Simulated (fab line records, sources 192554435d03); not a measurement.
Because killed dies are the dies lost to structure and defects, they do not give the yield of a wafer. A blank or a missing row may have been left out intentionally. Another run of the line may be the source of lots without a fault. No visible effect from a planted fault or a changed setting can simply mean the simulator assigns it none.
Which tool was responsible? -- flow n5 finfet -- 12 lots with 36 wafers sampled at 2 steps, on a route of 1938 steps

## WHAT THE GAUGES SHOWED, per wafer
N5_BEOL_M0_SAQP_INSPECT_42: inspects for defects (brightfield).
lot,measured,on,raw defect count
L075,day 6 00:05,defect inspect-01,246 185 246
L077,day 6 11:07,defect inspect-01,217 224 283
L079,day 6 22:52,defect inspect-01,413 304 289
L081,day 7 13:00,defect inspect-01,213 205 211
L083,day 7 18:06,defect inspect-01,213 241 219
L085,day 8 11:50,defect inspect-02,199 236 351
L088,day 9 07:26,defect inspect-02,457 215 230
L089,day 9 17:47,defect inspect-01,195 199 170
L091,day 10 02:35,defect inspect-02,257 226 208
L093,day 10 14:33,defect inspect-02,300 195 187
L095,day 10 21:37,defect inspect-02,273 355 301
L097,day 11 12:45,defect inspect-02,368 387 338

## TOOL THAT RAN EACH LOT (tool first, then ch and the chambers of the sampled wafers, then the start)
lot,N5_BEOL_M0_SAQP_SPACER1_ALD_98
L075,"ald sin-04 ch 0,2,3, day 5 21:09"
L077,"ald sin-04 ch 0,2,3, day 6 08:04"
L079,"ald sin-02 ch 0,1,3, day 6 20:02"
L081,"ald sin-04 ch 0,3, day 7 09:05"
L083,"ald sin-02 ch 1,2,3, day 7 15:11"
L085,"ald sin-02 ch 1,3, day 8 07:25"
L088,"ald sin-01 ch 2,3, day 9 04:13"
L089,"ald sin-02 ch 0,1,2, day 9 14:58"
L091,"ald sin-04 ch 0,3, day 9 23:31"
L093,"ald sin-04 ch 0,3, day 10 11:36"
L095,"ald sin-04 ch 1,2,3, day 10 18:36"
L097,"ald sin-01 ch 0,2,3, day 11 09:54"
- N5_BEOL_M0_SAQP_SPACER1_ALD_98: deposits SiO2, target thk 12.8 nm, pulse time 1 s, purge time 2 s.

## THE ANSWER, worked out from the rows above alone
Rule: the lots themselves supply what counts as usual. The widest of any qualifying gaps counts: lots, ordered by their means at a reading, are off when they make up no more than a third of the lots, leave a main group of 4 or more, and stand apart from it by 3 or more times the standard deviation of that group's means. A main group whose means are all the same, to the digits that the tables above print for the reading, isn't used. Also off: a lot with no number at a reading for which 4 or more lots have one. Any other lot the step has rows for is counted as sound.
No lot is off on any of the readings shown, so nothing can be concluded from this.

## WHAT HAD BEEN PUT IN BY THE SIMULATOR
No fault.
